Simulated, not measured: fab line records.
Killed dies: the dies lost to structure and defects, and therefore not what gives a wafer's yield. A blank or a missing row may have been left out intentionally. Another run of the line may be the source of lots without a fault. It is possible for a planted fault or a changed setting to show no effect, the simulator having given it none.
fab line records	flow n5Finfet
record: lots: 24	wafers: 72	lastDay: 17
route steps=1938 shown WELL_APT@56 PMOS_HMC_CHANNEL_EPI@89 FIN_SAQP@99
lots untouched by any fault: they come from a run of this same line in which no faults occurred
startH: start of the lot's first displayed wafer, in hours after the record's first day	waitH: hours from the lot's prior step to this one	" identical to the entry in the row above	L1.1+2: several wafers, shown together as one row	- either no value or no given start	* or withheld: withheld	< > ~ a bound
route shown NAME@n: names a module that has steps shown in the file, with the first one's number in the route	usual: the fault-free wafers' mean and standard deviation	same: alike in all rows	chamber/n: place in a boat	sites: the reading at each site	_std_site: standard deviation of those values	_edge_site: inner sites' mean taken away from outer sites' mean	radiusMm: how far each site lies from the wafer's centre	mask NAME#n: copy n	behind: the last tool/chamber to shape the wafer	hold: why the lot went on hold/how many hours it stayed there/how the hold came to an end	device: names the non-switching transistor (n, p or np)	end of line: the tests these same wafers got at the end of their route	a step given without rows: its recipe and nothing more	killed: not the wafer's yield, but the dies lost to structure and defects at the first sort	map: dies across one wafer; x = killed, . = not, _ = none there
set.NAME: the setting the step ran with; set.NAME@STEP: the setting that earlier step ran with	model.NAME: the simulator's own value behind a step, which no gauge read
the route's steps for a sample of lots (tables are steps, rows are wafers)
services: a tool's chamber out of use, with start hour (startH, from the record's first day; less than 0 if before it), hours out, and reason
== steps ==
step: N5_WELL_APT_INSPECT_38
recipe: inspectInstrument: darkfield	mode: postEpi
usual: rawDefectCount: 14/5.8
lot.wafer	tool	chamber	startH	waitH	rawDefectCount
L074.1	defectInspect-02	-	17.34	0.7	3
L074.3	"	-	"	"	10
L074.6	"	-	"	"	10
L075.1	defectInspect-01	-	24.49	0.7	10
L075.4	"	-	"	"	10
L075.5	"	-	"	"	5
L076.4	defectInspect-02	-	30.03	0.2	9
L076.5	"	-	"	"	4
L076.6	"	-	"	"	9
L077.2	defectInspect-01	-	34.88	0.4	15
L077.3	"	-	"	"	12
L077.6	"	-	"	"	4
L078.1	defectInspect-01	-	41.80	0.5	12
L078.5	"	-	"	"	12
L078.6	"	-	"	"	11
L079.1	defectInspect-02	-	46.99	0.5	12
L079.4	"	-	"	"	15
L079.5	"	-	"	"	17
L080.3	defectInspect-02	-	56.98	0.3	14
L080.4	"	-	"	"	15
L080.5	"	-	"	"	12
L081.2	defectInspect-01	-	58.67	0.4	20
L081.3	"	-	"	"	13
L081.6	"	-	"	"	19
L082.3	defectInspect-01	-	64.71	0.3	14
L082.5	"	-	"	"	20
L082.6	"	-	"	"	19
L083.2	defectInspect-01	-	70.55	0.4	10
L083.3	"	-	"	"	21
L083.5	"	-	"	"	17
L084.2	defectInspect-01	-	77.87	0.4	12
L084.3	"	-	"	"	12
L084.5	"	-	"	"	16
L085.1	defectInspect-01	-	83.27	0.5	9
L085.4	"	-	"	"	10
L085.5	"	-	"	"	12
L086.2	defectInspect-01	-	89.34	0.4	12
L086.3	"	-	"	"	9
L086.6	"	-	"	"	20
L087.1	defectInspect-02	-	94.70	0.5	13
L087.5	"	-	"	"	9
L087.6	"	-	"	"	6
L088.4	defectInspect-01	-	100.83	0.2	15
L088.5	"	-	"	"	22
L088.6	"	-	"	"	16
L089.1	defectInspect-02	-	106.66	0.5	6
L089.3	"	-	"	"	7
L089.5	"	-	"	"	5
L090.4	defectInspect-02	-	112.89	0.2	8
L090.5	"	-	"	"	12
L090.6	"	-	"	"	12
L091.2	defectInspect-02	-	119.43	0.7	20
L091.4	"	-	"	"	18
L091.6	"	-	"	"	8
L092.1	defectInspect-02	-	125.99	0.5	22
L092.2	"	-	"	"	20
L092.3	"	-	"	"	20
L093.2	defectInspect-02	-	130.53	0.4	6
L093.4	"	-	"	"	11
L093.5	"	-	"	"	9
L094.1	defectInspect-02	-	137.18	0.7	18
L094.4	"	-	"	"	10
L094.5	"	-	"	"	16
L095.2	defectInspect-01	-	142.56	0.4	33
L095.5	"	-	"	"	15
L095.6	"	-	"	"	26
L096.2	defectInspect-01	-	148.52	0.4	14
L096.4	"	-	"	"	12
L096.5	"	-	"	"	12
L097.3	defectInspect-02	-	155.23	0.4	15
L097.4	"	-	"	"	10
L097.5	"	-	"	"	14
step: N5_PMOS_HMC_CHANNEL_EPI_INSPECT_30
recipe: inspectInstrument: darkfield	mode: postEpi
usual: rawDefectCount: 20/5.8
lot.wafer	tool	chamber	startH	waitH	rawDefectCount
L074.1	defectInspect-02	-	21.18	0.0	12
L074.3	"	-	"	"	25
L074.6	"	-	"	"	15
L075.1	defectInspect-01	-	27.94	0.0	17
L075.4	"	-	"	"	27
L075.5	"	-	"	"	15
L076.4	defectInspect-01	-	33.45	0.0	27
L076.5	"	-	"	"	13
L076.6	"	-	"	"	18
L077.2	defectInspect-01	-	38.24	0.0	22
L077.3	"	-	"	"	10
L077.6	"	-	"	"	23
L078.1	defectInspect-01	-	47.42	0.0	19
L078.5	"	-	"	"	16
L078.6	"	-	"	"	17
L079.1	defectInspect-02	-	50.24	0.0	22
L079.4	"	-	"	"	15
L079.5	"	-	"	"	29
L080.3	defectInspect-02	-	60.78	0.0	21
L080.4	"	-	"	"	19
L080.5	"	-	"	"	26
L081.2	defectInspect-01	-	62.44	0.0	22
L081.3	"	-	"	"	18
L081.6	"	-	"	"	13
L082.3	defectInspect-02	-	68.45	0.0	13
L082.5	"	-	"	"	14
L082.6	"	-	"	"	17
L083.2	defectInspect-01	-	73.70	0.0	16
L083.3	"	-	"	"	16
L083.5	"	-	"	"	17
L084.2	defectInspect-02	-	81.88	0.0	18
L084.3	"	-	"	"	28
L084.5	"	-	"	"	19
L085.1	defectInspect-02	-	87.32	0.0	26
L085.4	"	-	"	"	31
L085.5	"	-	"	"	22
L086.2	defectInspect-01	-	93.01	0.0	24
L086.3	"	-	"	"	25
L086.6	"	-	"	"	40
L087.1	defectInspect-02	-	98.03	0.0	32
L087.5	"	-	"	"	16
L087.6	"	-	"	"	28
L088.4	defectInspect-02	-	104.10	0.0	13
L088.5	"	-	"	"	24
L088.6	"	-	"	"	12
L089.1	defectInspect-02	-	109.92	0.0	8
L089.3	"	-	"	"	18
L089.5	"	-	"	"	29
L090.4	defectInspect-01	-	116.13	0.0	24
L090.5	"	-	"	"	16
L090.6	"	-	"	"	16
L091.2	defectInspect-01	-	123.51	0.0	18
L091.4	"	-	"	"	24
L091.6	"	-	"	"	27
L092.1	defectInspect-02	-	129.54	0.0	22
L092.2	"	-	"	"	17
L092.3	"	-	"	"	16
L093.2	defectInspect-01	-	134.53	0.0	14
L093.4	"	-	"	"	19
L093.5	"	-	"	"	14
L094.1	defectInspect-01	-	140.43	0.0	17
L094.4	"	-	"	"	12
L094.5	"	-	"	"	26
L095.2	defectInspect-02	-	145.83	0.0	22
L095.5	"	-	"	"	16
L095.6	"	-	"	"	26
L096.2	defectInspect-02	-	152.09	0.0	18
L096.4	"	-	"	"	13
L096.5	"	-	"	"	11
L097.3	defectInspect-02	-	159.33	0.0	33
L097.4	"	-	"	"	23
L097.5	"	-	"	"	20
step: N5_FIN_SAQP_PECVD_48
recipe: material: SiNx	targetThkA: 250	tempC: 400	precursor: SiH4/NH3/N2	pressureTorr: 1.5	rfW: 300	timeS: 22.1
usual: heaterPowerW: 710/82	showerheadPlenumPTorr: 5.14/0.11	throttleValvePct: 40/4
same: timeS: 22.1
lot.wafer	tool	chamber	startH	waitH	heaterPowerW	showerheadPlenumPTorr	throttleValvePct
L074.1	pecvd-03	0	21.92	0.0	582	5.24	45
L074.3	"	1	"	"	752	5.01	36
L074.6	"	1	"	"	739	4.99	36
L075.1	pecvd-01	1	28.97	0.0	866	5.20	44
L075.4	"	1	"	"	839	5.20	43
L075.5	"	0	"	"	765	5.29	39
L076.4	pecvd-01	2	34.33	0.0	786	5.03	45
L076.5	"	1	"	"	876	5.19	43
L076.6	"	0	"	"	800	5.29	38
L077.2	pecvd-03	2	38.97	0.0	650	5.06	36
L077.3	"	0	"	"	585	5.25	46
L077.6	"	2	"	"	647	5.06	37
L078.1	pecvd-02	0	49.38	0.0	735	5.16	37
L078.5	"	1	"	"	605	5.27	45
L078.6	"	0	"	"	745	5.15	37
L079.1	pecvd-03	2	50.98	0.0	746	5.07	36
L079.4	"	0	"	"	578	5.24	46
L079.5	"	2	"	"	728	5.08	36
L080.3	pecvd-01	1	62.51	0.0	803	5.20	43
L080.4	"	2	"	"	815	5.02	44
L080.5	"	0	"	"	706	5.29	38
L081.2	pecvd-03	1	63.44	0.0	735	5.00	36
L081.3	"	0	"	"	557	5.24	45
L081.6	"	2	"	"	712	5.06	37
L082.3	pecvd-02	2	69.18	0.0	797	5.04	37
L082.5	"	0	"	"	705	5.15	37
L082.6	"	1	"	"	643	5.27	45
L083.2	pecvd-03	0	74.46	0.0	649	5.24	46
L083.3	"	1	"	"	727	5.00	36
L083.5	"	1	"	"	739	5.00	36
L084.2	pecvd-02	2	83.29	0.0	733	5.04	37
L084.3	"	0	"	"	686	5.15	37
L084.5	"	0	"	"	686	5.16	37
L085.1	pecvd-02	0	88.05	0.0	721	5.14	37
L085.4	"	0	"	"	705	5.15	37
L085.5	"	1	"	"	661	5.29	45
L086.2	pecvd-03	2	94.11	0.0	726	5.07	37
L086.3	"	0	"	"	652	5.24	45
L086.6	"	2	"	"	704	5.07	37
L087.1	pecvd-02	0	100.85	0.0	630	5.16	37
L087.5	"	2	"	"	810	5.04	37
L087.6	"	1	"	"	671	5.28	46
L088.4	pecvd-02	2	105.09	0.0	722	5.05	37
L088.5	"	1	"	"	604	5.28	46
L088.6	"	0	"	"	655	5.16	37
L089.1	pecvd-03	2	112.21	0.0	738	5.07	37
L089.3	"	0	"	"	525	5.24	46
L089.5	"	1	"	"	687	4.99	36
L090.4	pecvd-02	2	117.07	0.0	707	5.05	37
L090.5	"	1	"	"	665	5.29	46
L090.6	"	0	"	"	670	5.17	37
L091.2	pecvd-01	0	124.30	0.0	682	5.30	38
L091.4	"	0	"	"	683	5.32	38
L091.6	"	2	"	"	773	5.02	45
L092.1	pecvd-02	2	130.33	0.0	680	5.05	37
L092.2	"	0	"	"	647	5.16	37
L092.3	"	1	"	"	668	5.28	45
L093.2	pecvd-01	2	135.31	0.0	721	5.00	45
L093.4	"	2	"	"	727	5.01	45
L093.5	"	0	"	"	765	5.30	39
L094.1	pecvd-02	0	141.29	0.0	649	5.16	37
L094.4	"	0	"	"	636	5.15	37
L094.5	"	2	"	"	809	5.05	38
L095.2	pecvd-01	2	146.53	0.0	683	5.03	45
L095.5	"	1	"	"	893	5.21	43
L095.6	"	0	"	"	718	5.30	39
L096.2	pecvd-03	1	152.80	0.0	772	5.01	36
L096.4	"	2	"	"	688	5.07	37
L096.5	"	0	"	"	571	5.24	45
L097.3	pecvd-03	2	160.44	0.0	677	5.08	37
L097.4	"	2	"	"	659	5.06	37
L097.5	"	1	"	"	766	5.00	36
step: N5_FIN_SAQP_HM_CD_35
recipe: targetCdNm: 8	polarity: line
usual: cdNm: 8.11/0.26
lot.wafer	tool	chamber	startH	waitH	cdNm
L074.1	cdSem-03	-	28.82	0.1	8.19
L074.3	"	-	"	"	8.34
L074.6	"	-	"	"	7.97
L075.1	cdSem-01	-	34.56	0.1	8.21
L075.4	"	-	"	"	8.01
L075.5	"	-	"	"	7.98
L076.4	cdSem-03	-	40.00	0.1	7.74
L076.5	"	-	"	"	7.72
L076.6	"	-	"	"	7.77
L077.2	cdSem-01	-	44.31	0.1	8.27
L077.3	"	-	"	"	7.89
L077.6	"	-	"	"	7.91
L078.1	cdSem-02	-	54.65	0.1	8.31
L078.5	"	-	"	"	8.49
L078.6	"	-	"	"	8.37
L079.1	cdSem-02	-	56.12	0.1	7.81
L079.4	"	-	"	"	8.07
L079.5	"	-	"	"	7.97
L080.3	cdSem-03	-	68.69	0.1	7.97
L080.4	"	-	"	"	8.47
L080.5	"	-	"	"	8.06
L081.2	cdSem-02	-	69.97	0.1	8.13
L081.3	"	-	"	"	8.22
L081.6	"	-	"	"	8.35
L082.3	cdSem-02	-	73.99	0.1	8.35
L082.5	"	-	"	"	8.01
L082.6	"	-	"	"	8.04
L083.2	cdSem-03	-	83.69	0.1	8.04
L083.3	"	-	"	"	8.45
L083.5	"	-	"	"	8.09
L084.2	cdSem-02	-	88.48	0.1	8.06
L084.3	"	-	"	"	7.68
L084.5	"	-	"	"	8.26
L085.1	cdSem-01	-	93.74	0.1	8.45
L085.4	"	-	"	"	7.90
L085.5	"	-	"	"	7.97
L086.2	cdSem-02	-	101.20	0.1	8.14
L086.3	"	-	"	"	8.47
L086.6	"	-	"	"	8.51
L087.1	cdSem-03	-	105.39	0.1	8.13
L087.5	"	-	"	"	8.03
L087.6	"	-	"	"	7.62
L088.4	cdSem-03	-	109.67	0.1	7.94
L088.5	"	-	"	"	8.23
L088.6	"	-	"	"	7.80
L089.1	cdSem-01	-	116.97	0.1	8.02
L089.3	"	-	"	"	8.30
L089.5	"	-	"	"	7.83
L090.4	cdSem-03	-	121.76	0.1	8.06
L090.5	"	-	"	"	8.10
L090.6	"	-	"	"	7.67
L091.2	cdSem-01	-	131.02	0.1	8.03
L091.4	"	-	"	"	7.82
L091.6	"	-	"	"	8.22
L092.1	cdSem-02	-	135.95	0.1	8.09
L092.2	"	-	"	"	8.41
L092.3	"	-	"	"	7.95
L093.2	cdSem-02	-	140.28	0.1	8.34
L093.4	"	-	"	"	8.31
L093.5	"	-	"	"	8.15
L094.1	cdSem-02	-	146.03	0.1	7.97
L094.4	"	-	"	"	8.03
L094.5	"	-	"	"	8.37
L095.2	cdSem-01	-	151.46	0.1	8.42
L095.5	"	-	"	"	8.00
L095.6	"	-	"	"	8.22
L096.2	cdSem-02	-	157.79	0.1	8.25
L096.4	"	-	"	"	8.45
L096.5	"	-	"	"	8.16
L097.3	cdSem-02	-	165.03	0.1	8.02
L097.4	"	-	"	"	8.15
L097.5	"	-	"	"	7.99
step: N5_FIN_SAQP_FIN_ETCH_36
recipe: chemistry: HBr/Cl2/O2	targetDepthA: 1200	maskMaterial: SiNx	timeS: 50.4	biasW: 102	pressureMtorr: 10	icpW: 800	HBr_flow_sccm: 150	Cl2_flow_sccm: 80	O2_flow_sccm: 12
usual: drypumpMotorCurrentA: 5.9/0.38	oesProductAu: 0.989/0.017	throttleValvePct: 35.9/0.41
same: timeS: 50.4
lot.wafer	tool	chamber	startH	waitH	drypumpMotorCurrentA	oesProductAu	rfHoursCounterH	throttleValvePct
L074.1	rieSi-03	2	28.89	0.0	5.6	0.979	128	35.3
L074.3	"	0	"	"	5.5	0.966	190	35.3
L074.6	"	2	"	"	5.6	0.994	-	35.3
L075.1	rieSi-05	0	34.63	0.0	6.0	0.965	86	36.6
L075.4	"	3	"	"	6.1	0.990	-	36.1
L075.5	"	0	"	"	6.0	0.963	-	36.6
L076.4	rieSi-03	1	40.06	0.0	6.5	1.019	10	35.7
L076.5	"	0	"	"	5.5	0.964	-	35.3
L076.6	"	3	"	"	5.2	0.979	-	36.3
L077.2	rieSi-02	3	44.38	0.0	5.6	0.966	96	35.7
L077.3	"	0	"	"	6.2	0.984	100	35.7
L077.6	"	2	"	"	5.4	0.985	-	36.3
L078.1	rieSi-02	2	54.72	0.0	5.4	1.005	50	36.2
L078.5	"	0	"	"	6.2	0.989	-	35.7
L078.6	"	3	"	"	5.6	0.979	-	35.7
L079.1	rieSi-03	1	56.19	0.0	6.4	1.013	10	35.7
L079.4	"	3	"	"	5.2	0.979	81	36.3
L079.5	"	3	"	"	5.1	0.972	-	36.3
L080.3	rieSi-02	1	68.75	0.0	6.0	0.984	145	35.6
L080.4	"	3	"	"	5.6	0.984	97	35.7
L080.5	"	1	"	"	6.0	0.982	-	35.6
L081.2	rieSi-05	1	70.03	0.0	6.1	0.985	18	35.6
L081.3	"	2	"	"	6.4	1.016	44	36.4
L081.6	"	0	"	"	6.1	0.976	-	36.5
L082.3	rieSi-05	3	74.05	0.0	6.1	0.996	16	36.1
L082.5	"	1	"	"	6.1	0.986	-	35.6
L082.6	"	0	"	"	6.0	0.978	-	36.5
L083.2	rieSi-05	2	83.76	0.0	6.4	1.031	44	36.4
L083.3	"	0	"	"	6.0	0.982	87	36.5
L083.5	"	1	"	"	6.1	1.003	-	35.6
L084.2	rieSi-03	1	88.55	0.0	6.5	1.008	10	35.7
L084.3	"	0	"	"	5.5	0.952	191	35.4
L084.5	"	3	"	"	5.2	0.971	-	36.3
L085.1	rieSi-05	2	93.81	0.0	6.4	1.026	45	36.4
L085.4	"	1	"	"	6.1	0.992	19	35.6
L085.5	"	3	"	"	6.1	1.002	-	36.1
L086.2	rieSi-05	2	101.27	0.0	6.4	1.027	45	36.4
L086.3	"	1	"	"	6.1	0.970	19	35.6
L086.6	"	0	"	"	6.0	0.979	-	36.5
L087.1	rieSi-02	1	105.45	0.0	6.0	0.985	146	35.6
L087.5	"	1	"	"	6.0	0.974	-	35.6
L087.6	"	0	"	"	6.2	0.994	-	35.7
L088.4	rieSi-05	3	109.73	0.0	6.1	1.000	16	36.1
L088.5	"	1	"	"	6.1	0.987	-	35.5
L088.6	"	0	"	"	6.0	0.992	-	36.5
L089.1	rieSi-05	3	117.04	0.0	6.1	0.993	17	36.1
L089.3	"	2	"	"	6.3	1.031	45	36.4
L089.5	"	2	"	"	6.4	1.031	-	36.4
L090.4	rieSi-02	0	121.82	0.0	6.2	0.979	102	35.8
L090.5	"	1	"	"	6.0	0.968	-	35.6
L090.6	"	0	"	"	6.2	0.979	-	35.7
L091.2	rieSi-03	2	131.08	0.0	5.6	0.987	130	35.3
L091.4	"	1	"	"	6.4	1.002	11	35.7
L091.6	"	3	"	"	5.1	0.990	-	36.3
L092.1	rieSi-05	1	136.02	0.0	6.2	0.987	20	35.6
L092.2	"	2	"	"	6.4	1.034	45	36.4
L092.3	"	3	"	"	6.1	0.992	17	36.1
L093.2	rieSi-02	3	140.35	0.0	5.6	0.979	98	35.7
L093.4	"	3	"	"	5.6	0.986	-	35.7
L093.5	"	2	"	"	5.4	0.994	-	36.3
L094.1	rieSi-03	2	146.10	0.0	5.6	0.986	130	35.3
L094.4	"	0	"	"	5.5	0.976	192	35.4
L094.5	"	2	"	"	5.6	0.982	-	35.3
L095.2	rieSi-03	2	151.53	0.0	5.6	0.991	130	35.3
L095.5	"	0	"	"	5.5	0.973	-	35.3
L095.6	"	1	"	"	6.4	1.003	-	35.7
L096.2	rieSi-02	2	157.86	0.0	5.4	1.001	52	36.2
L096.4	"	0	"	"	6.2	0.979	102	35.7
L096.5	"	2	"	"	5.4	1.002	-	36.3
L097.3	rieSi-05	3	165.09	0.0	6.1	0.989	18	36.1
L097.4	"	1	"	"	6.1	0.989	20	35.6
L097.5	"	0	"	"	6.0	0.978	-	36.5
step: N5_FIN_SAQP_OCD_MEAS_76
usual: trenchDepthNm: 118.1/2.2
lot.wafer	tool	chamber	startH	waitH	trenchDepthNm
L074.1	ocd-01	-	29.10	0.0	118.7
L074.3	"	-	"	"	117.1
L074.6	"	-	"	"	120.0
L075.1	ocd-02	-	34.85	0.0	111.9
L075.4	"	-	"	"	118.2
L075.5	"	-	"	"	112.3
L076.4	ocd-02	-	40.28	0.0	118.3
L076.5	"	-	"	"	118.2
L076.6	"	-	"	"	115.4
L077.2	ocd-02	-	44.60	0.0	117.7
L077.3	"	-	"	"	120.9
L077.6	"	-	"	"	120.1
L078.1	ocd-01	-	54.94	0.0	121.0
L078.5	"	-	"	"	120.2
L078.6	"	-	"	"	117.3
L079.1	ocd-01	-	56.42	0.0	118.5
L079.4	"	-	"	"	116.0
L079.5	"	-	"	"	115.5
L080.3	ocd-01	-	68.98	0.0	118.7
L080.4	"	-	"	"	118.9
L080.5	"	-	"	"	119.8
L081.2	ocd-02	-	70.25	0.0	116.7
L081.3	"	-	"	"	120.4
L081.6	"	-	"	"	113.9
L082.3	ocd-01	-	74.28	0.0	121.0
L082.5	"	-	"	"	116.4
L082.6	"	-	"	"	114.8
L083.2	ocd-01	-	83.98	0.0	121.1
L083.3	"	-	"	"	115.2
L083.5	"	-	"	"	117.4
L084.2	ocd-02	-	88.77	0.0	116.7
L084.3	"	-	"	"	116.9
L084.5	"	-	"	"	114.4
L085.1	ocd-02	-	94.03	0.0	120.8
L085.4	"	-	"	"	116.1
L085.5	"	-	"	"	120.0
L086.2	ocd-02	-	101.49	0.0	120.9
L086.3	"	-	"	"	113.9
L086.6	"	-	"	"	114.6
L087.1	ocd-01	-	105.67	0.0	120.4
L087.5	"	-	"	"	119.0
L087.6	"	-	"	"	118.9
L088.4	ocd-01	-	109.96	0.0	120.7
L088.5	"	-	"	"	116.9
L088.6	"	-	"	"	115.1
L089.1	ocd-02	-	117.25	0.0	120.8
L089.3	"	-	"	"	121.9
L089.5	"	-	"	"	121.3
L090.4	ocd-02	-	122.04	0.0	118.7
L090.5	"	-	"	"	118.3
L090.6	"	-	"	"	118.4
L091.2	ocd-02	-	131.31	0.0	120.9
L091.4	"	-	"	"	116.3
L091.6	"	-	"	"	116.7
L092.1	ocd-01	-	136.23	0.0	115.5
L092.2	"	-	"	"	121.0
L092.3	"	-	"	"	118.4
L093.2	ocd-02	-	140.62	0.0	118.1
L093.4	"	-	"	"	118.3
L093.5	"	-	"	"	119.2
L094.1	ocd-01	-	146.32	0.0	120.0
L094.4	"	-	"	"	118.3
L094.5	"	-	"	"	119.7
L095.2	ocd-02	-	151.76	0.0	120.2
L095.5	"	-	"	"	119.0
L095.6	"	-	"	"	115.0
L096.2	ocd-01	-	158.08	0.0	121.3
L096.4	"	-	"	"	119.1
L096.5	"	-	"	"	119.6
L097.3	ocd-01	-	165.33	0.0	119.5
L097.4	"	-	"	"	116.9
L097.5	"	-	"	"	114.9
== services ==
tool	chamber	startH	hours	kind
rieSi-05	-	5.08	14.6	pm
rieSi-03	-	5.76	2.8	pm
pecvd-02	2	21.12	-	clean
pecvd-02	2	21.12	-	consumableReplace:showerhead
pecvd-02	2	21.12	29.0	scheduledDown
pecvd-02	2	21.12	29.0	ventCycle
rieSi-05	2	22.89	26.5	repair
rieSi-02	1	26.71	5.8	repair
pecvd-02	-	27.67	5.5	pm
pecvd-02	2	58.41	3.5	repair
pecvd-02	0	74.20	2.1	scheduledDown
rieSi-03	1	77.27	4.5	repair
pecvd-03	2	86.92	2.1	scheduledDown
pecvd-02	-	88.15	6.0	pm
pecvd-01	-	91.04	14.6	pm
pecvd-03	2	116.78	12.4	repair
rieSi-03	3	118.07	9.2	repair
rieSi-02	0	123.21	20.2	repair
rieSi-02	1	123.39	32.4	repair
rieSi-05	2	145.28	15.9	repair
rieSi-03	3	152.62	1.6	repair
pecvd-02	-	156.71	0.9	repair
== key ==
fault none
